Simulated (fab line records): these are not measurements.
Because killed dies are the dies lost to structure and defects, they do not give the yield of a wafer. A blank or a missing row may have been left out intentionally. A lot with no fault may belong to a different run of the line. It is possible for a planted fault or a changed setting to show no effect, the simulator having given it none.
A lot that was struck, set against a sound lot -- flow nand-harc -- 15 out of 1302 route steps
Sound: these wafers, L374.2, L374.3, L374.4. Struck: wafer L388.1. (L388.2, L388.6 of the same lot were not struck and are left out.) The cause comes at the end.
Per side, at each step with rows, come the tool, then ch with its chambers, and then its first start. Under that, the readings that differ: sound wafers -- struck wafers -- difference of the means -- sigmas: that difference in standard deviations of wafers without a fault.
alike: a reading whose means differ by less than 2 such deviations, as well as words and numbers matching on both sides. not compared: withheld readings; readings where some wafer has no value; bounds like >300 that might hide an equal value; numbers whose values overlap and for which the record gives no deviation.
The two part at a step that has a row with sigmas, a row that says differs or no value, or rows on one side only. When numbers do not overlap yet have no deviation, they are printed without sigmas and do not part them. Lack of a reading on every wafer of one side parts them only where that side has two or more wafers.

first, 8 steps without rows for these wafers: NHARC_A_CHANNEL_HOLE_D1_COAT_36 (time 75 s); NHARC_A_CHANNEL_HOLE_D1_COAT_37 (time 65 s); NHARC_A_CHANNEL_HOLE_D1_COAT_04 (resist thk 90 nm); NHARC_A_CHANNEL_HOLE_D1_SOFTBAKE_05 (time 55 s); NHARC_A_CHANNEL_HOLE_D1_EBR_06; NHARC_A_CHANNEL_HOLE_D1_EXPOSE_07 (exposes mask HOLE D1, target cd 100 nm); NHARC_A_CHANNEL_HOLE_D1_PEB_08 (peb time 65 s); NHARC_A_CHANNEL_HOLE_D1_DEVELOP_09 (develop time 35 s).
NHARC_A_CHANNEL_HOLE_D1_CD_MEAS_10 targets a cd of 100 nm.
  sound on cd-sem-01 ch 0, day 9 10:14; struck on cd-sem-03 ch 0, day 15 01:50
reading,sound,struck,difference,sigmas
cd-nm (nm),100.5 100.8 100.9,99.5,-1.2,-3
NHARC_A_CHANNEL_HOLE_D1_OVL_MEAS_11:
  struck on overlay-01, day 15 01:56; sound on overlay-01, day 9 10:19
  alike: overlay-x-nm, overlay-y-nm
NHARC_A_CHANNEL_HOLE_D1_INSPECT_12:
  struck on defect-inspect-02, day 15 01:58; sound on defect-inspect-02, day 9 10:21
  alike: raw-defect-count
NHARC_A_CHANNEL_HOLE_D1_DESCUM_15: chemistry O2, time 3 s.
  sound on rie-diel-08 ch 0,1,3, day 9 10:25; struck on rie-diel-08 ch 1, day 15 02:02
reading,sound,struck,difference,sigmas
rf-hours-counter-h (h),0 0 0,12,+12,
  alike: drypump-motor-current-A, oes-product-au, rf-vpp-V, showerhead-plenum-p-Torr, throttle-valve-pct
NHARC_A_CHANNEL_HOLE_D1_ETCH_38: etches the open film in CF4, target depth 39 nm, time 65 s.
  sound on rie-diel-08 ch 1,2,3, day 9 10:29; struck on rie-diel-08 ch 0, day 15 02:07
reading,sound,struck,difference,sigmas
oes-product-au (a.u.),0.998 1.006 1.006,0.990,-0.013,-2
rf-hours-counter-h (h),0 0 0,13,+13,
run-length-s (s),86.8 86.2 87.2,69.5,-17.2,-44
  alike: drypump-motor-current-A, rf-vpp-V, showerhead-plenum-p-Torr, throttle-valve-pct
NHARC_A_CHANNEL_HOLE_D1_ETCH_39: etches the open film in N2/H2, target depth 260 nm, time 325 s.
  sound on rie-diel-08 ch 1,2,3; struck on rie-diel-08 ch 3
reading,sound,struck,difference,sigmas
rf-hours-counter-h (h),0 0 0,12,+12,
  alike: drypump-motor-current-A, oes-product-au, rf-vpp-V, run-length-s, showerhead-plenum-p-Torr, throttle-valve-pct
-- break in the record here, with 17 days between the starts of the struck wafers on either side (left off in module A_CHANNEL_HOLE_D1, picked up again in module END, where the first step shown is number 1302 on the route) --
NHARC_END_SORT_01:
  sound on prober-01 ch 0, day 25 05:36; struck on prober-01 ch 0, day 32 08:20
reading,sound,struck,difference,sigmas
killed-at-periphery,3 2 4,10,+7,+2
killed-open,1 2 5,7,+4,+2
  alike: killed-at-array, killed-at-other, killed-dies, killed-short

## WHERE THEY PART
At NHARC_A_CHANNEL_HOLE_D1_CD_MEAS_10 first; at NHARC_END_SORT_01 last (within this record only).

WHY: whatever the simulator had introduced
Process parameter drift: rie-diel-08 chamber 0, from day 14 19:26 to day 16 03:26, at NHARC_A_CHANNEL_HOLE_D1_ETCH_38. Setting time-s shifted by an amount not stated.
